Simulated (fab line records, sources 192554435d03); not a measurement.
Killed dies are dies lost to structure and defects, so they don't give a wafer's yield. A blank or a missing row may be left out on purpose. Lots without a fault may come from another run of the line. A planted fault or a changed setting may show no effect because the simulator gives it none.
Chamber matching | flow n5_finfet | N5_DUMMY_GATE_ALD_02 on ald_sin-04: 4 sister chambers
The step deposits SiO2, target thk 2 nm, pulse time 1 s. 8 wafers are shown with their chamber, then 12 later ones without.

WAFERS WITH THEIR CHAMBER
wafer  | chamber | heater_power_w (W) | precursor_pulse_height_rel
L082.2 | 0       | 491                | 1.010
L083.4 | 3       | 514                | 0.990
L083.5 | 1       | 476                | 1.017
L084.5 | 2       | 468                | 1.023
L084.6 | 3       | 506                | 1.016
L085.1 | 2       | 453                | 1.007
L085.4 | 0       | 488                | 1.017
L085.5 | 1       | 471                | 1.010

WAFERS WITHOUT THEIR CHAMBER
wafer  | heater_power_w (W) | precursor_pulse_height_rel
L087.1 | 450                | 1.000
L087.5 | 502                | 0.982
L087.6 | 479                | 0.971
L090.4 | 490                | 1.033
L090.5 | 465                | 1.009
L090.6 | 468                | 1.016
L095.1 | 479                | 1.021
L095.3 | 501                | 1.044
L095.5 | 488                | 1.003
L097.1 | 484                | 0.997
L097.3 | 510                | 1.014
L097.5 | 461                | 0.982

WHICH CHAMBER EACH WENT THROUGH
wafer  | from the rows above               | in truth
L087.1 | can't be placed: 2 or 1           | 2
L087.5 | can't be placed: 3 or 0           | 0
L087.6 | can't be placed: 1 or 0 or 2 or 3 | 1
L090.4 | can't be placed: 0 or 1           | 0
L090.5 | can't be placed: 2 or 1           | 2
L090.6 | can't be placed: 1 or 2           | 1
L095.1 | can't be placed: 1 or 0 or 2      | 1
L095.3 | can't be placed: 0 or 3 or 1      | 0
L095.5 | can't be placed: 0 or 1           | 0
L097.1 | can't be placed: 0 or 1           | 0
L097.3 | 3                                 | 3
L097.5 | can't be placed: 2 or 1           | 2
Placed correctly: 1 of 12. Can't be placed from these rows: 11 (the true chamber is among the candidates in 11). Placed wrongly: 0.
How it was worked out, from the rows above alone: a wafer's distance from a chamber is the root of the sum, over the readings, of the square of ((its reading less the chamber's mean) divided by the reading's scatter). The wafer belongs to the nearest chamber; if the next one is less than 2 further off, it can't be placed. A chamber's mean is the mean of its shown wafers. The scatter: the root of (the sum of the squares of (reading less its chamber's mean) over the shown wafers, divided by (wafers less chambers)).
